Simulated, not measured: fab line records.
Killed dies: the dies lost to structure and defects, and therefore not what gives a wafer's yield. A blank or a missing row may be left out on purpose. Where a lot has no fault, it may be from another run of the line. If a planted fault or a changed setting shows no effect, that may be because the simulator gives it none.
Chamber matching | flow n5Finfet | N5_HKMG_FIN_HK_ALD_01 on aldHk-01 has 4 sister chambers
The step deposits HfO2, target thk 1.6 nm, pulse time 3 s, purge time 3 s. 8 wafers are shown with their chamber, then 11 later ones without.

## EACH WAFER AND ITS CHAMBER
wafer  | chamber | precursorPulseHeightRel
L079.6 | 3       | 1.061
L084.4 | 3       | 0.975
L085.1 | 1       | 0.986
L085.6 | 1       | 0.985
L088.2 | 0       | 1.018
L088.3 | 2       | 0.997
L088.6 | 2       | 0.981
L089.1 | 0       | 0.984

## WAFERS WITH NO CHAMBER GIVEN
wafer  | precursorPulseHeightRel
L089.2 | 1.021
L089.3 | 1.029
L089.4 | 1.011
L089.5 | 1.011
L089.6 | 0.995
L094.1 | 0.971
L094.2 | 1.016
L094.3 | 0.993
L094.4 | 1.038
L094.5 | 0.984
L094.6 | 0.996

## CHAMBER TAKEN BY EACH
wafer  | from the rows above               | in truth
L089.2 | can't be placed: 3 or 0 or 2 or 1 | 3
L089.3 | can't be placed: 3 or 0 or 2 or 1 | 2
L089.4 | can't be placed: 3 or 0 or 2 or 1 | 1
L089.5 | can't be placed: 3 or 0 or 2 or 1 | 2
L089.6 | can't be placed: 0 or 2 or 1 or 3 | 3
L094.1 | can't be placed: 1 or 2 or 0 or 3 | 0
L094.2 | can't be placed: 3 or 0 or 2 or 1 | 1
L094.3 | can't be placed: 2 or 1 or 0 or 3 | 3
L094.4 | can't be placed: 3 or 0 or 2 or 1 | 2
L094.5 | can't be placed: 1 or 2 or 0 or 3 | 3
L094.6 | can't be placed: 0 or 2 or 1 or 3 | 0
Correct placement for 0 of the 11. These rows do not allow placing 11 (true chamber among the candidates in 11). 0 placed wrongly.
How it was worked out, from the rows above alone: a wafer's distance from a chamber is the root of the sum, over the readings, of the square of ((its reading less the chamber's mean) divided by the reading's scatter). If the next closest chamber is less than 2 further off than the closest, the wafer can't be placed; otherwise it belongs to the closest. Each chamber's mean is taken over the wafers shown for it. The scatter: the root of (the sum of the squares of (reading less its chamber's mean) over the shown wafers, divided by (wafers less chambers)).
